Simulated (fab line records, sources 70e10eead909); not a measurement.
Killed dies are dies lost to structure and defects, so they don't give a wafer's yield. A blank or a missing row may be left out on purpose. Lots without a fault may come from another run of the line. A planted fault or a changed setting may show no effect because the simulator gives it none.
fab line records | flow nand_harc
record lots=15 wafers=45 last_day=33
route steps=1302 shown A_CHANNEL_HOLE_D2@596 A_CHANNEL_FILL_D2@618
lots that met no fault: from a run of the same line without faults
start_h: hours from the record's first day to the start of the lot's first wafer shown | wait_h: hours since the lot's step before | " the same as in the row above | L1.1+2: a row that stands for several wafers | - no value, or no start given | * or withheld: withheld | < > ~ a bound
route shown NAME@n: a module of which the file shows steps, and the number in the route of the first | usual: mean/standard deviation of fault-free wafers | same: alike in all rows | chamber/n: place in a boat | sites: the reading at each site | _std_site: their standard deviation | _edge_site: outer sites' mean less inner sites' | radius_mm: how far each site lies from the wafer's centre | mask NAME#n: copy n | behind: the tool/chamber that last shaped the wafer | hold: why the lot was held/for how many hours/how that ended | device: the transistor (n, p or np) that didn't switch | end of line: the same wafers' tests at the end of the route | a step without rows: its recipe alone | killed: dies lost to structure and defects at the first sort, not the wafer's yield | map: a wafer's dies, x killed, . not, _ none there
set.NAME: the setting as run; set.NAME@STEP: as run at that earlier step | model.NAME: the simulator's own value behind a step, which no gauge read
steps of the route over a sample of lots; a table a step, a row a wafer
services: from which hour (start_h, from the record's first day; less than 0 if before it) a tool's chamber was out of use, for how many hours, and why
## steps
# step NHARC_A_CHANNEL_HOLE_D2_ETCH_24
# recipe bias_v=5000 source_w=withheld pressure_mtorr=20 time_s=906.2 ar_flow_sccm=375 c4f8_flow_sccm=93.8 o2_flow_sccm=31.2 temp_c=-20 target_depth_a=15000 chemistry=C4F8/O2/Ar
# usual drypump_motor_current_A=5.76/0.22 showerhead_plenum_p_Torr=3.67/0.18 throttle_valve_pct=32.235/0.0092
# same time_s=906.2
# columns lot.wafer tool chamber start_h wait_h drypump_motor_current_A rf_hours_counter_h showerhead_plenum_p_Torr throttle_valve_pct
L976.1 har_etch-01 1 299.23 0.6 5.72 159 3.54 32.250
L976.4 " 1 " " 5.72 - 3.54 32.229
L976.6 " 0 " " 5.61 - 3.69 32.241
L977.2 har_etch-02 1 299.60 0.6 6.11 346 3.45 32.247
L977.1 " 0 " " 5.58 361 3.47 32.236
L977.5 " 0 " " 5.58 - 3.47 32.231
L978.2 har_etch-01 0 321.24 0.6 5.61 170 3.68 32.232
L978.5 " 0 " " 5.63 - 3.68 32.238
L978.6 " 1 " " 5.70 - 3.54 32.258
L979.2 har_etch-02 0 324.10 0.6 5.58 372 3.46 32.225
L979.3 " 1 " " 6.12 - 3.44 32.231
L979.6 " 0 " " 5.60 - 3.46 32.236
L982.2 har_etch-01 1 372.59 0.6 5.71 197 3.52 32.231
L982.3 " 1 " " 5.71 - 3.52 32.242
L982.4 " 0 " " 5.63 - 3.67 32.224
L984.3 har_etch-01 1 384.97 0.6 5.68 - 3.52 32.234
L984.5 " 1 " " 5.69 - 3.52 32.220
L984.6 " 0 " " 5.61 - 3.66 32.244
L985.1 har_etch-01 0 392.67 0.6 5.61 208 3.66 32.226
L985.2 " 1 " " 5.69 208 3.52 32.223
L985.4 " 1 " " 5.67 - 3.52 32.233
L986.1 har_etch-01 0 405.03 0.6 5.61 220 3.65 32.238
L986.3 " 1 " " 5.69 - 3.51 32.227
L986.5 " 1 " " 5.69 - 3.51 32.230
L987.1 har_etch-02 1 408.48 0.6 6.10 14 3.92 32.239
L987.2 " 0 " " 5.60 14 3.92 32.236
L987.3 " 1 " " 6.10 - 3.92 32.220
L988.2 har_etch-01 1 413.21 0.6 5.70 228 3.51 32.226
L988.1 " 0 " " 5.61 228 3.65 32.235
L988.6 " 0 " " 5.59 - 3.65 32.240
L990.4 har_etch-02 1 439.92 0.6 6.11 - 3.91 32.251
L990.3 " 0 " " 5.58 - 3.91 32.244
L990.6 " 0 " " 5.58 - 3.91 32.234
L989.1 har_etch-01 0 451.78 0.6 5.61 246 3.64 32.242
L989.2 " 1 " " 5.70 246 3.50 32.237
L989.6 " 1 " " 5.71 - 3.50 32.233
L992.2 har_etch-02 1 460.52 0.6 6.13 44 3.90 32.254
L992.5 " 0 " " 5.57 - 3.90 32.252
L992.6 " 1 " " 6.12 - 3.90 32.215
L998.3 har_etch-02 1 522.54 0.6 6.12 - 3.88 32.241
L998.6 " 0 " " 5.57 - 3.88 32.224
L998.5 " 1 " " 6.14 - 3.88 32.234
L999.2 har_etch-01 1 522.81 0.6 5.71 288 3.48 32.234
L999.1 " 0 " " 5.64 288 3.62 32.238
L999.3 " 0 " " 5.62 - 3.62 32.227
# step NHARC_A_CHANNEL_HOLE_D2_ETCH_26
# recipe bias_v=300 source_w=2000 pressure_mtorr=30 time_s=224.1 ar_flow_sccm=375 c4f8_flow_sccm=11.4 o2_flow_sccm=113.6 temp_c=-20 target_depth_a=3000 chemistry=C4F8/O2/Ar
# usual drypump_motor_current_A=5.76/0.22 showerhead_plenum_p_Torr=3.71/0.19 throttle_valve_pct=24.583/0.0092
# same time_s=224.1
# columns lot.wafer tool chamber start_h wait_h drypump_motor_current_A rf_hours_counter_h showerhead_plenum_p_Torr throttle_valve_pct
L976.1 har_etch-01 1 300.88 0.7 5.72 160 3.58 24.596
L976.4 " 1 " " 5.70 - 3.58 24.585
L976.6 " 0 " " 5.62 - 3.74 24.578
L977.2 har_etch-02 1 301.26 0.7 6.14 347 3.49 24.586
L977.1 " 0 " " 5.57 363 3.51 24.584
L977.5 " 0 " " 5.58 - 3.51 24.582
L978.2 har_etch-01 0 322.89 0.7 5.61 172 3.73 24.594
L978.5 " 0 " " 5.61 - 3.73 24.588
L978.6 " 1 " " 5.71 - 3.58 24.586
L979.2 har_etch-02 0 325.74 0.7 5.58 374 3.50 24.590
L979.3 " 1 " " 6.16 - 3.48 24.582
L979.6 " 0 " " 5.59 - 3.50 24.591
L982.2 har_etch-01 1 374.24 0.7 5.71 198 3.56 24.585
L982.3 " 1 " " 5.72 - 3.56 24.592
L982.4 " 0 " " 5.61 - 3.71 24.595
L984.3 har_etch-01 1 386.43 0.5 5.73 - 3.56 24.582
L984.5 " 1 " " 5.70 - 3.56 24.575
L984.6 " 0 " " 5.61 - 3.71 24.571
L985.1 har_etch-01 0 394.33 0.7 5.62 210 3.71 24.580
L985.2 " 1 " " 5.71 210 3.56 24.596
L985.4 " 1 " " 5.71 - 3.56 24.576
L986.1 har_etch-01 0 406.57 0.6 5.62 221 3.70 24.597
L986.3 " 1 " " 5.69 - 3.55 24.575
L986.5 " 1 " " 5.70 - 3.55 24.575
L987.1 har_etch-02 1 410.12 0.7 6.13 15 3.98 24.589
L987.2 " 0 " " 5.59 15 3.98 24.597
L987.3 " 1 " " 6.14 - 3.98 24.573
L988.2 har_etch-01 1 414.86 0.7 5.71 229 3.55 24.577
L988.1 " 0 " " 5.62 229 3.70 24.587
L988.6 " 0 " " 5.62 - 3.70 24.571
L990.4 har_etch-02 1 441.38 0.5 6.13 - 3.97 24.596
L990.3 " 0 " " 5.61 - 3.97 24.588
L990.6 " 0 " " 5.59 - 3.97 24.588
L989.1 har_etch-01 0 453.42 0.7 5.62 248 3.69 24.591
L989.2 " 1 " " 5.69 248 3.54 24.586
L989.6 " 1 " " 5.69 - 3.54 24.592
L992.2 har_etch-02 1 462.06 0.6 6.11 46 3.96 24.572
L992.5 " 0 " " 5.58 - 3.96 24.578
L992.6 " 1 " " 6.14 - 3.96 24.585
L998.3 har_etch-02 1 523.89 0.4 6.15 - 3.94 24.581
L998.6 " 0 " " 5.58 - 3.94 24.580
L998.5 " 1 " " 6.14 - 3.94 24.587
L999.2 har_etch-01 1 524.46 0.7 5.71 290 3.51 24.560
L999.1 " 0 " " 5.62 290 3.66 24.578
L999.3 " 0 " " 5.62 - 3.66 24.592
# step NHARC_A_CHANNEL_FILL_D2_CVD_18
# recipe target_thk_a=30 temp_c=550 material=poly-Si
# columns lot.wafer tool chamber start_h wait_h
L976.1+4+6 lpcvd_poly-03 0 325.62 -
L977.1+2+5 lpcvd_poly-03 0 325.62 -
L978.2+5+6 lpcvd_poly-02 0 346.58 -
L979.2+3+6 lpcvd_poly-02 0 350.48 -
L982.2+3+4 lpcvd_poly-02 0 397.82 -
L984.3+5+6 lpcvd_poly-01 0 410.06 -
L985.1+2+4 lpcvd_poly-01 0 418.59 -
L986.1+3+5 lpcvd_poly-01 0 430.32 -
L986.1+3+5 lpcvd_poly-02 0 432.54 0.5
L987.1+2+3 lpcvd_poly-03 0 434.25 -
L988.1+2+6 lpcvd_poly-02 0 440.39 -
L988.1+2+6 lpcvd_poly-01 0 444.93 2.8
L990.3+4+6 lpcvd_poly-03 0 465.73 -
L989.1+2+6 lpcvd_poly-03 0 477.95 -
L992.2+5+6 lpcvd_poly-03 0 486.49 -
L992.2+5+6 lpcvd_poly-03 0 488.74 0.5
L998.3+5+6 lpcvd_poly-03 0 548.08 -
L999.1+2+3 lpcvd_poly-03 0 548.08 -
# step NHARC_A_CHANNEL_FILL_D2_ETCHBACK_19
# recipe target_depth_a=50 time_s=1.7 hbr_flow_sccm=150 cl2_flow_sccm=50 rf_w=400 icp_w=400 bias_w=100 chemistry=HBr/Cl2
# usual bias_w=100.03/0.29 drypump_motor_current_A=5.7/0.5 oes_product_au=0.998/0.013 rf_fwd_power_W=390.2/1.2 throttle_valve_pct=26.405/0.0095
# same time_s=1.7
# columns lot.wafer tool chamber start_h wait_h bias_w drypump_motor_current_A oes_product_au rf_fwd_power_W rf_hours_counter_h throttle_valve_pct
L976.4 rie_si-03 2 327.70 0.4 100.20 5.1 1.011 390.1 0.7 26.418
L976.1 " 0 " " 100.01 6.5 0.988 389.3 0.7 26.417
L976.6 " 2 " " 100.16 5.1 1.019 390.4 - 26.415
L977.2 rie_si-05 0 327.72 0.4 99.46 5.4 1.007 390.2 0.1 26.399
L977.1 " 1 " " 100.60 5.9 0.984 391.3 0.1 26.418
L977.5 " 3 " " 99.90 6.1 1.028 391.5 - 26.411
L978.2 rie_si-05 1 348.65 0.4 100.23 5.9 0.998 388.8 0.3 26.395
L978.5 " 1 " " 100.14 5.9 0.987 391.5 - 26.398
L978.6 " 2 " " 100.01 5.7 1.010 390.9 - 26.408
L979.3 rie_si-03 1 352.54 0.4 100.37 5.6 0.996 389.5 1.0 26.406
L979.2 " 2 " " 100.34 5.1 0.996 388.6 0.9 26.398
L979.6 " 2 " " 99.76 5.0 0.995 391.1 - 26.406
L982.4 rie_si-05 0 399.87 0.4 100.06 5.4 1.009 391.2 0.7 26.403
L982.3 " 2 " " 100.05 5.7 1.016 391.9 0.6 26.411
L982.2 " 3 " " 100.29 6.1 1.022 389.6 0.6 26.403
L984.3 rie_si-01 3 412.15 0.4 99.68 5.7 0.969 390.6 0.2 26.398
L984.6 " 1 " " 100.03 6.4 1.005 387.7 - 26.407
L984.5 " 2 " " 99.74 5.8 0.994 391.5 - 26.400
L985.4 rie_si-03 2 420.66 0.4 99.73 5.1 1.011 390.2 0.0 26.407
L985.1 " 3 " " 100.16 4.8 0.993 390.9 0.0 26.409
L985.2 " 0 " " 100.26 6.6 0.979 389.5 0.1 26.411
L986.3 rie_si-01 2 434.98 0.7 100.26 5.8 0.989 389.3 0.3 26.409
L986.1 " 3 " " 99.96 5.7 0.989 389.8 0.4 26.399
L986.5 " 1 " " 100.03 6.4 0.998 389.9 - 26.413
L987.3 rie_si-03 0 436.35 0.4 99.78 6.5 0.979 391.2 0.1 26.405
L987.1 " 1 " " 100.28 5.6 1.015 390.1 0.2 26.407
L987.2 " 2 " " 99.60 5.1 1.008 389.5 0.2 26.374
L988.2 rie_si-01 0 447.38 0.7 100.08 6.0 0.988 390.4 0.4 26.404
L988.1 " 1 " " 100.23 6.4 0.998 389.7 0.3 26.419
L988.6 " 3 " " 99.91 5.7 0.989 390.2 - 26.387
L990.3 rie_si-03 0 467.80 0.4 100.02 6.5 0.978 389.7 0.4 26.407
L990.4 " 1 " " 99.51 5.6 0.995 390.1 0.4 26.405
L990.6 " 1 " " 99.97 5.6 0.996 389.6 - 26.412
L989.1 rie_si-03 1 480.03 0.4 100.26 5.6 1.007 388.4 0.5 26.427
L989.2 " 3 " " 100.07 4.8 1.002 389.6 0.4 26.399
L989.6 " 0 " " 100.46 6.5 0.977 391.0 - 26.406
L992.2 rie_si-01 0 491.18 0.7 100.22 6.0 1.000 387.8 0.6 26.397
L992.5 " 3 " " 99.64 5.7 0.981 389.4 - 26.379
L992.6 " 0 " " 100.41 6.0 1.015 390.0 - 26.391
L998.3 rie_si-05 1 550.18 0.4 100.02 5.8 1.001 389.9 0.4 26.399
L998.5 " 0 " " 100.34 5.4 1.005 390.3 - 26.406
L998.6 " 1 " " 99.77 5.9 1.000 391.0 - 26.391
L999.2 rie_si-03 2 550.18 0.4 100.09 5.1 1.019 389.3 0.8 26.401
L999.1 " 3 " " 100.82 4.8 0.998 390.1 0.9 26.416
L999.3 " 0 " " 99.95 6.5 0.977 389.1 1.1 26.403
## services
# columns tool chamber start_h hours kind
rie_si-05 - 305.00 9.0 pm
rie_si-05 0 320.37 1.1 repair
rie_si-03 - 353.43 0.1 repair
rie_si-01 - 370.00 9.0 pm
rie_si-03 1 374.91 7.7 repair
har_etch-02 - 377.20 17.0 pm
har_etch-02 0 377.20 17.0 vent_cycle
har_etch-02 1 377.20 17.0 vent_cycle
lpcvd_poly-03 - 386.36 26.0 pm
har_etch-02 0 394.20 - clean
har_etch-02 0 394.20 - consumable_replace:focus_ring
har_etch-02 0 394.20 - consumable_replace:showerhead
har_etch-02 1 394.20 - clean
har_etch-02 1 394.20 - consumable_replace:showerhead
rie_si-03 - 398.00 9.0 pm
rie_si-03 0 398.00 9.0 vent_cycle
rie_si-03 1 398.00 9.0 vent_cycle
rie_si-03 2 398.00 9.0 vent_cycle
rie_si-03 3 398.00 9.0 vent_cycle
rie_si-03 0 407.00 - clean
rie_si-03 1 407.00 - clean
rie_si-03 2 407.00 - clean
rie_si-05 - 482.00 9.0 pm
rie_si-01 - 547.00 9.0 pm
## key
first_sign step=NHARC_A_CHANNEL_FILL_D2_CVD_18 reading=visit direction=added
effect none on later readings
met_at NHARC_A_CHANNEL_FILL_D2_CVD_18
struck_lots L986,L988,L992
later_rows_left_out L986.1,L986.3,L986.5,L988.1,L988.2,L988.6,L992.2,L992.5,L992.6
sort_left_out L986.1,L986.3,L986.5,L988.1,L988.2,L988.6,L992.2,L992.5,L992.6
tester_left_out L986,L988,L992
not_acting_at NHARC_A_CHANNEL_HOLE_D2_ETCH_24,NHARC_A_CHANNEL_HOLE_D2_ETCH_26,NHARC_A_CHANNEL_FILL_D2_ETCHBACK_19
fault kind=repeated_step_whole tool=lpcvd_poly-01,lpcvd_poly-02,lpcvd_poly-03 chamber=- onset_h=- steps=NHARC_A_CHANNEL_FILL_D2_CVD_18 times=1 scope=struck_lots_only
# tester_left_out: of these lots the tester's yield and bins aren't shown, on N5 and GAA mostly nor the transistor test; their killed dies are dies lost to structure and defects alone, not to doping, threshold or leakage, so they don't give the yield
# sort_left_out: the simulated sort isn't trusted on such a fault, so these wafers' sort isn't shown, and their yield isn't known
# later_rows_left_out: the simulator's readings of these wafers behind a module that went badly wrong aren't trusted and aren't shown, but for the sort
